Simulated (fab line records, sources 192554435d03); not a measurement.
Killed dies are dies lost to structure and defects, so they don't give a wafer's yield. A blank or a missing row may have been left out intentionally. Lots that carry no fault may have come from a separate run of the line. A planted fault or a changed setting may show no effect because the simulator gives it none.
fab line records ; flow n5Finfet
record lots=10; wafers=30; lastDay=17
route steps=1938 shown BEOL_M15@1786
lots with no fault: from the same line, run without faults
startH: hours from the record's opening day to when the first of the lot's shown wafers began ; waitH: hours elapsed since this lot's preceding step ; " as in the row above ; L1.1+2: one row covering several wafers at once ; - no value, or no start was given ; * or withheld: withheld ; < > ~ a bound
route shown NAME@n: a module of which the file shows steps, and the number in the route of the first ; usual: average and standard deviation across the fault-free wafers ; same: alike in all rows ; chamber/n: place in a boat ; sites: per-site readings ; _std_site: standard deviation across them ; _edge_site: mean of outer sites minus mean of inner sites ; radiusMm: how far each site lies from the wafer's centre ; mask NAME#n: copy n ; behind: the most recent tool/chamber to have shaped the wafer ; hold: why the lot was held/for how many hours/how that ended ; device: the n, p or np transistor that did not switch ; end of line: the tests these same wafers got at the end of their route ; a step given without rows: its recipe and nothing more ; killed: dies lost to structure and defects at the first sort, not the wafer's yield ; map: the dies of a wafer, with x for killed, . for not killed, _ for no die there
set.NAME: setting as actually run; set.NAME@STEP: the setting as run at that earlier step ; model.NAME: the simulator's own value behind a step, which no gauge read
a sample of lots followed through the steps of the route, with each step as a table and each wafer as a row
services: the hour from which a tool's chamber was out of use, counted from the record's first day as startH (under 0 if before that day), plus the number of hours and why
## steps
# step N5_BEOL_M15_DESCUM_15
# recipe chemistry=O2; timeS=7.9; sourcePowerW=50; biasPowerW=20; pressureMtorr=20; rfFrequencyHz=2.712e+07; tempC=40; o2FlowSccm=225
# usual drypumpMotorCurrentA=5.85/0.22; oesProductAu=0.80/0.095; rfVppV=243.0/1.6; showerheadPlenumPTorr=2.09/0.086; throttleValvePct=20.50/0.25
lot.wafer;tool;chamber;startH;waitH;drypumpMotorCurrentA;oesProductAu;rfHoursCounterH;rfVppV;showerheadPlenumPTorr;throttleValvePct
L262.1;rieDiel-05;0;238.98;0.0;5.80;0.67;246;242.9;2.06;20.89
L262.4;rieDiel-05;3;238.98;0.0;6.03;0.73;171;241.0;2.00;20.59
L262.6;rieDiel-05;1;238.98;0.0;5.68;0.99;-;242.7;2.07;20.17
L263.1;rieDiel-05;3;245.45;0.0;6.00;0.72;173;240.7;2.00;20.61
L263.2;rieDiel-05;2;245.45;0.0;5.80;0.84;79;245.1;2.22;20.65
L263.4;rieDiel-05;1;245.45;0.0;5.69;0.98;4;244.3;2.07;20.17
L266.1;rieDiel-05;2;264.09;0.1;5.79;0.84;85;244.1;2.22;20.66
L266.3;rieDiel-05;3;264.09;0.1;5.98;0.73;180;240.4;2.00;20.61
L266.5;rieDiel-05;1;264.09;0.1;5.70;0.96;-;242.2;2.07;20.17
L272.1;rieDiel-03;3;297.26;0.0;5.79;0.90;33;244.2;2.23;20.18
L272.2;rieDiel-03;1;297.26;0.0;5.60;0.72;211;242.9;1.99;20.58
L272.3;rieDiel-03;0;297.26;0.0;6.26;0.69;218;243.1;2.08;20.82
L275.1;rieDiel-05;2;320.13;0.4;5.82;0.82;99;244.9;2.21;20.68
L275.2;rieDiel-05;0;320.13;0.4;5.82;0.92;15;244.1;2.05;20.54
L275.5;rieDiel-05;3;320.13;0.4;5.99;0.71;-;240.8;1.99;20.64
L276.3;rieDiel-03;2;329.11;0.0;5.70;0.72;200;242.2;2.17;20.69
L276.4;rieDiel-03;0;329.11;0.0;6.29;0.69;228;243.2;2.07;20.83
L276.6;rieDiel-03;1;329.11;0.0;5.57;0.71;-;240.6;1.99;20.58
L277.1;rieDiel-05;2;335.02;0.1;5.79;0.82;103;243.2;2.21;20.67
L277.3;rieDiel-05;1;335.02;0.1;5.68;0.93;27;243.0;2.06;20.20
L277.4;rieDiel-05;0;335.02;0.1;5.83;0.91;18;242.7;2.05;20.56
L283.1;rieDiel-03;3;368.69;0.2;5.81;0.86;54;246.2;2.22;20.18
L283.2;rieDiel-03;0;368.69;0.2;6.27;0.69;239;241.7;2.07;20.86
L283.3;rieDiel-03;1;368.69;0.2;5.56;0.71;230;239.7;1.99;20.63
L284.1;rieDiel-04;1;383.62;0.0;6.02;0.80;136;242.8;2.01;20.25
L284.4;rieDiel-04;3;383.62;0.0;6.22;0.69;239;242.0;2.06;20.81
L284.5;rieDiel-04;3;383.62;0.0;6.22;0.69;-;243.8;2.06;20.80
L285.2;rieDiel-05;1;386.41;0.0;5.67;0.88;45;241.3;2.05;20.24
L285.4;rieDiel-05;3;386.41;0.0;6.00;0.70;213;242.2;1.99;20.69
L285.5;rieDiel-05;3;386.41;0.0;6.03;0.71;-;241.0;1.99;20.68
# step N5_BEOL_M15_ETCH_59
# recipe chemistry=N2/H2; target=BARC; targetDepthA=890; overetchA=267; timeS=67.9; ionEnergyEv=200; pressureMtorr=30; sourceW=840; biasW=150; n2FlowSccm=200; h2FlowSccm=200
# usual biasW=150.0/0.43; drypumpMotorCurrentA=5.86/0.22; oesProductAu=0.69/0.078; rfVppV=523.6/2.9; showerheadPlenumPTorr=2.54/0.1; throttleValvePct=17.93/0.26
lot.wafer;tool;chamber;startH;waitH;biasW;drypumpMotorCurrentA;oesProductAu;rfHoursCounterH;rfVppV;showerheadPlenumPTorr;throttleValvePct
L262.1;rieDiel-05;0;239.01;0.0;149.8;5.83;0.58;246;521.4;2.50;18.32
L262.4;rieDiel-05;3;239.01;0.0;149.7;6.01;0.62;171;520.6;2.42;17.96
L262.6;rieDiel-05;1;239.01;0.0;151.0;5.66;0.85;-;523.3;2.50;17.58
L263.1;rieDiel-05;3;245.48;0.0;150.7;6.01;0.63;173;520.5;2.42;17.96
L263.2;rieDiel-05;2;245.48;0.0;150.3;5.84;0.72;79;527.0;2.69;18.06
L263.4;rieDiel-05;1;245.48;0.0;149.2;5.68;0.83;4;523.8;2.50;17.62
L266.1;rieDiel-05;2;264.12;0.0;150.2;5.82;0.71;85;527.3;2.69;18.10
L266.3;rieDiel-05;3;264.12;0.0;149.3;6.00;0.62;180;519.3;2.42;17.96
L266.5;rieDiel-05;1;264.12;0.0;150.2;5.67;0.81;-;523.8;2.50;17.61
L272.1;rieDiel-03;3;297.29;0.0;149.7;5.78;0.76;33;527.3;2.70;17.58
L272.2;rieDiel-03;1;297.29;0.0;150.0;5.57;0.62;211;520.3;2.43;18.24
L272.3;rieDiel-03;0;297.29;0.0;150.0;6.29;0.60;218;524.1;2.51;18.25
L275.1;rieDiel-05;2;320.16;0.0;149.6;5.81;0.70;99;528.5;2.68;18.10
L275.2;rieDiel-05;0;320.16;0.0;149.9;5.83;0.78;15;523.0;2.49;17.92
L275.5;rieDiel-05;3;320.16;0.0;149.7;6.00;0.61;-;519.9;2.41;17.99
L276.3;rieDiel-03;2;329.15;0.0;150.5;5.73;0.62;200;526.7;2.61;18.01
L276.4;rieDiel-03;0;329.15;0.0;150.4;6.27;0.60;228;523.3;2.51;18.28
L276.6;rieDiel-03;1;329.15;0.0;150.1;5.55;0.62;-;520.3;2.42;18.28
L277.1;rieDiel-05;2;335.06;0.0;149.8;5.82;0.70;103;527.9;2.68;18.11
L277.3;rieDiel-05;1;335.06;0.0;149.5;5.68;0.78;27;521.2;2.49;17.65
L277.4;rieDiel-05;0;335.06;0.0;149.8;5.82;0.77;18;521.2;2.49;17.93
L283.1;rieDiel-03;3;368.72;0.0;149.8;5.79;0.73;54;527.1;2.69;17.61
L283.2;rieDiel-03;0;368.72;0.0;150.2;6.27;0.59;239;523.4;2.50;18.27
L283.3;rieDiel-03;1;368.72;0.0;149.6;5.59;0.61;230;520.1;2.42;18.27
L284.1;rieDiel-04;1;383.65;0.0;150.9;6.00;0.67;136;522.5;2.46;17.81
L284.4;rieDiel-04;3;383.65;0.0;150.4;6.23;0.59;239;524.0;2.52;18.30
L284.5;rieDiel-04;3;383.65;0.0;150.2;6.23;0.60;-;523.7;2.52;18.30
L285.2;rieDiel-05;1;386.44;0.0;149.9;5.67;0.75;45;521.3;2.48;17.68
L285.4;rieDiel-05;3;386.44;0.0;150.7;6.02;0.61;213;520.3;2.41;18.03
L285.5;rieDiel-05;3;386.44;0.0;150.3;6.01;0.61;-;521.0;2.41;18.03
# step N5_BEOL_M15_COAT_56
# recipe resist=SOC; tempC=250; timeS=60; spinRpm=1500; resistThkNm=550
# usual chillPlateTempC=23.00/0.092; heaterPowerTotalW=500.5/1.8; plateTempC=250.02/0.17
lot.wafer;tool;chamber;startH;waitH;chillPlateTempC;heaterPowerTotalW;plateTempC
L262.1;lithoTrack-03;0;239.51;0.0;22.88;501.9;250.24
L262.4;lithoTrack-03;0;239.51;0.0;22.91;502.2;249.80
L262.6;lithoTrack-03;0;239.51;0.0;22.82;499.8;250.09
L263.1;lithoTrack-03;0;245.98;0.0;22.98;498.0;249.92
L263.2;lithoTrack-03;0;245.98;0.0;23.12;501.1;249.95
L263.4;lithoTrack-03;0;245.98;0.0;22.93;500.1;249.91
L266.1;lithoTrack-01;0;264.62;0.0;23.04;499.2;250.26
L266.3;lithoTrack-01;0;264.62;0.0;23.12;502.8;250.00
L266.5;lithoTrack-01;0;264.62;0.0;22.96;503.2;249.63
L272.1;lithoTrack-04;0;297.79;0.0;23.07;524.6;260.30
L272.2;lithoTrack-04;0;297.79;0.0;22.82;524.8;260.18
L272.3;lithoTrack-04;0;297.79;0.0;23.04;526.2;260.19
L275.1;lithoTrack-04;0;320.67;0.0;23.06;524.8;260.26
L275.2;lithoTrack-04;0;320.67;0.0;23.14;528.5;260.52
L275.5;lithoTrack-04;0;320.67;0.0;23.05;523.5;260.66
L276.3;lithoTrack-01;0;329.66;0.0;22.99;498.2;250.13
L276.4;lithoTrack-01;0;329.66;0.0;22.95;498.6;249.89
L276.6;lithoTrack-01;0;329.66;0.0;22.89;503.2;250.08
L277.1;lithoTrack-01;0;335.56;0.0;22.92;502.7;250.04
L277.3;lithoTrack-01;0;335.56;0.0;23.04;499.1;249.84
L277.4;lithoTrack-01;0;335.56;0.0;23.09;502.2;249.83
L283.1;lithoTrack-01;0;369.23;0.0;22.90;497.7;250.24
L283.2;lithoTrack-01;0;369.23;0.0;23.08;501.9;250.13
L283.3;lithoTrack-01;0;369.23;0.0;22.88;497.5;250.03
L284.1;lithoTrack-01;0;384.15;0.0;23.07;502.3;249.96
L284.4;lithoTrack-01;0;384.15;0.0;23.02;501.4;249.88
L284.5;lithoTrack-01;0;384.15;0.0;22.97;500.6;250.21
L285.2;lithoTrack-04;0;386.95;0.0;23.00;503.1;250.00
L285.4;lithoTrack-04;0;386.95;0.0;23.03;498.9;249.88
L285.5;lithoTrack-04;0;386.95;0.0;23.06;499.7;250.09
# step N5_BEOL_M15_INSPECT_30
# recipe mode=adi; inspectInstrument=macro
# usual rawDefectCount=2.0/1.4
lot.wafer;tool;chamber;startH;waitH;rawDefectCount
L262.1;defectInspect-02;-;240.49;0.0;3
L262.4;defectInspect-02;-;240.49;0.0;3
L262.6;defectInspect-02;-;240.49;0.0;1
L263.1;defectInspect-02;-;247.07;0.0;0
L263.2;defectInspect-02;-;247.07;0.0;2
L263.4;defectInspect-02;-;247.07;0.0;1
L266.1;defectInspect-01;-;265.51;0.0;2
L266.3;defectInspect-01;-;265.51;0.0;3
L266.5;defectInspect-01;-;265.51;0.0;2
L272.1;defectInspect-02;-;298.68;0.0;4
L272.2;defectInspect-02;-;298.68;0.0;5
L272.3;defectInspect-02;-;298.68;0.0;1
L275.1;defectInspect-02;-;321.71;0.0;1
L275.2;defectInspect-02;-;321.71;0.0;3
L275.5;defectInspect-02;-;321.71;0.0;4
L276.3;defectInspect-02;-;330.66;0.0;3
L276.4;defectInspect-02;-;330.66;0.0;1
L276.6;defectInspect-02;-;330.66;0.0;1
L277.1;defectInspect-02;-;336.45;0.0;5
L277.3;defectInspect-02;-;336.45;0.0;1
L277.4;defectInspect-02;-;336.45;0.0;2
L283.1;defectInspect-02;-;370.18;0.0;1
L283.2;defectInspect-02;-;370.18;0.0;3
L283.3;defectInspect-02;-;370.18;0.0;1
L284.1;defectInspect-01;-;385.17;0.0;1
L284.4;defectInspect-01;-;385.17;0.0;3
L284.5;defectInspect-01;-;385.17;0.0;2
L285.2;defectInspect-02;-;387.86;0.0;2
L285.4;defectInspect-02;-;387.86;0.0;4
L285.5;defectInspect-02;-;387.86;0.0;1
## services
tool;chamber;startH;hours;kind
rieDiel-04;-;234.11;1.7;repair
rieDiel-04;0;248.92;19.3;repair
rieDiel-05;0;250.22;-;clean
rieDiel-05;0;250.22;-;consumableReplace:focusRing
rieDiel-05;-;261.73;0.6;repair
rieDiel-05;-;266.08;0.8;repair
rieDiel-04;1;276.61;5.4;repair
rieDiel-04;-;281.45;0.4;repair
rieDiel-04;1;283.72;16.7;repair
rieDiel-05;1;290.76;9.6;repair
lithoTrack-01;-;311.30;-;consumableReplace:filter
rieDiel-03;1;318.53;5.0;repair
rieDiel-04;0;325.47;51.5;repair
rieDiel-04;-;336.74;2.8;pm
rieDiel-05;0;345.20;7.0;repair
lithoTrack-04;-;371.94;-;consumableReplace:filter
## key
firstSign step=N5_BEOL_M15_COAT_56; reading=plateTempC; direction=up; sigmas=62; usual=*; struck=*
effect step=N5_BEOL_M15_COAT_56; reading=heaterPowerTotalW; direction=up; sigmas=14; usual=*; struck=*
metAt N5_BEOL_M15_COAT_56
struckLots L272,L275
notActingAt N5_BEOL_M15_DESCUM_15,N5_BEOL_M15_ETCH_59,N5_BEOL_M15_INSPECT_30
fault kind=processParameterDrift; tool=lithoTrack-04; chamber=-; onsetH=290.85; steps=N5_BEOL_M15_COAT_56; channel=tempC; offset=*; shape=step; endH=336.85; actsIn=*; stated=*
